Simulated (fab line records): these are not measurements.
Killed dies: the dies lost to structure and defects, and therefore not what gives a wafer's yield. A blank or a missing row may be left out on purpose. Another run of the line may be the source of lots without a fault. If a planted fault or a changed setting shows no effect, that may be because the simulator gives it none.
Matching of chambers | flow nandHarc | 3 sister chambers for NHARC_A_CHANNEL_HOLE_D2_DEP_01 on pecvd-02
The step deposits SiON, target thk 140 nm. 6 wafers are shown with their chamber, then 10 later ones without.

== EACH WAFER AND ITS CHAMBER ==
wafer  | chamber | heaterPowerW (W) | rfFwdPowerW (W)
L083.2 | 1       | 812              | 348.2
L083.6 | 0       | 824              | 347.3
L085.4 | 2       | 913              | 348.8
L085.6 | 0       | 909              | 348.5
L090.1 | 2       | 913              | 346.9
L090.2 | 1       | 766              | 348.4

== WAFERS WHOSE CHAMBER IS MISSING ==
wafer  | heaterPowerW (W) | rfFwdPowerW (W)
L090.5 | 806              | 348.3
L091.1 | 919              | 347.4
L091.5 | 936              | 346.2
L091.6 | 918              | 348.7
L096.1 | 922              | 350.4
L096.3 | 771              | 348.0
L096.4 | 780              | 349.6
L097.1 | 913              | 349.8
L097.3 | 709              | 347.2
L097.6 | 737              | 346.7

== CHAMBER TAKEN BY EACH ==
wafer  | from the rows above          | in truth
L090.5 | can't be placed: 1 or 0      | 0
L091.1 | can't be placed: 2 or 0      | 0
L091.5 | can't be placed: 2 or 0      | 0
L091.6 | can't be placed: 2 or 0      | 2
L096.1 | can't be placed: 2 or 0 or 1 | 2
L096.3 | can't be placed: 1 or 0      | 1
L096.4 | can't be placed: 1 or 0      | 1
L097.1 | can't be placed: 2 or 0 or 1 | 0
L097.3 | can't be placed: 1 or 0      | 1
L097.6 | can't be placed: 1 or 0      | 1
Placed correctly: 0 of 10. Cannot be placed on the basis of these rows: 10; the candidates contain the true chamber in 10. 0 placed wrongly.
How it was worked out, from the rows above alone: a wafer's distance from a chamber is the root of the sum, over the readings, of the square of ((its reading less the chamber's mean) divided by the reading's scatter). If the next closest chamber is less than 2 further off than the closest, the wafer can't be placed; otherwise it belongs to the closest. The mean given for a chamber averages the wafers shown for that chamber. The scatter is the square root of a quotient: the sum, over the shown wafers, of each reading's squared deviation from its chamber's mean, divided by wafers minus chambers.
